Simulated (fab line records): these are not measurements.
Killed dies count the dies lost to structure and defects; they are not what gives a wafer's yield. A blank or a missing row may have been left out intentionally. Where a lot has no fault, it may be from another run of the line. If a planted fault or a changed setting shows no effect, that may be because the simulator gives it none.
Chamber matching | flow nand harc | 4 sister chambers for NHARC_A_M1_CMP_23 on cmp-01
The step polishes, t overpolish 20 s, target thk 154.34 nm. 7 wafers are shown with their chamber, then 9 later ones without.

== WAFERS, EACH WITH ITS CHAMBER ==
wafer  | chamber | motor current A (A) | time to endpoint s (s)
L075.3 | 0       | 11.9                | 30
L079.2 | 3       | 11.6                | 20
L079.5 | 3       | 11.7                | 19
L082.1 | 2       | 12.4                | 23
L086.1 | 1       | 14.0                | 33
L086.2 | 2       | 12.1                | 28
L086.5 | 1       | 14.0                | 34

== WAFERS WITHOUT THEIR CHAMBER ==
wafer  | motor current A (A) | time to endpoint s (s)
L087.1 | 12.9                | 25
L087.2 | 14.1                | 31
L087.3 | 11.7                | 30
L093.1 | 13.5                | 37
L093.3 | 11.0                | 33
L093.5 | 13.6                | 36
L095.1 | 11.4                | 31
L095.3 | 12.1                | 24
L095.4 | 13.3                | 31

== WHICH CHAMBER EACH WENT THROUGH ==
wafer  | from the rows above     | in truth
L087.1 | 2                       | 2
L087.2 | 1                       | 1
L087.3 | 0                       | 0
L093.1 | 1                       | 1
L093.3 | can't be placed: 0 or 3 | 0
L093.5 | 1                       | 1
L095.1 | can't be placed: 0 or 3 | 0
L095.3 | can't be placed: 2 or 0 | 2
L095.4 | 1                       | 1
Correctly placed: 6 of 9. These rows do not allow placing 3 (true chamber among the candidates in 3). 0 placed wrongly.
How it was worked out, from the rows above alone: a wafer's distance from a chamber is the root of the sum, over the readings, of the square of ((its reading less the chamber's mean) divided by the reading's scatter). The wafer belongs to the nearest chamber; if the next one is less than 2 further off, it can't be placed. Each chamber's mean is taken over the wafers shown for it. The scatter is the square root of a quotient: the sum, over the shown wafers, of each reading's squared deviation from its chamber's mean, divided by wafers minus chambers.
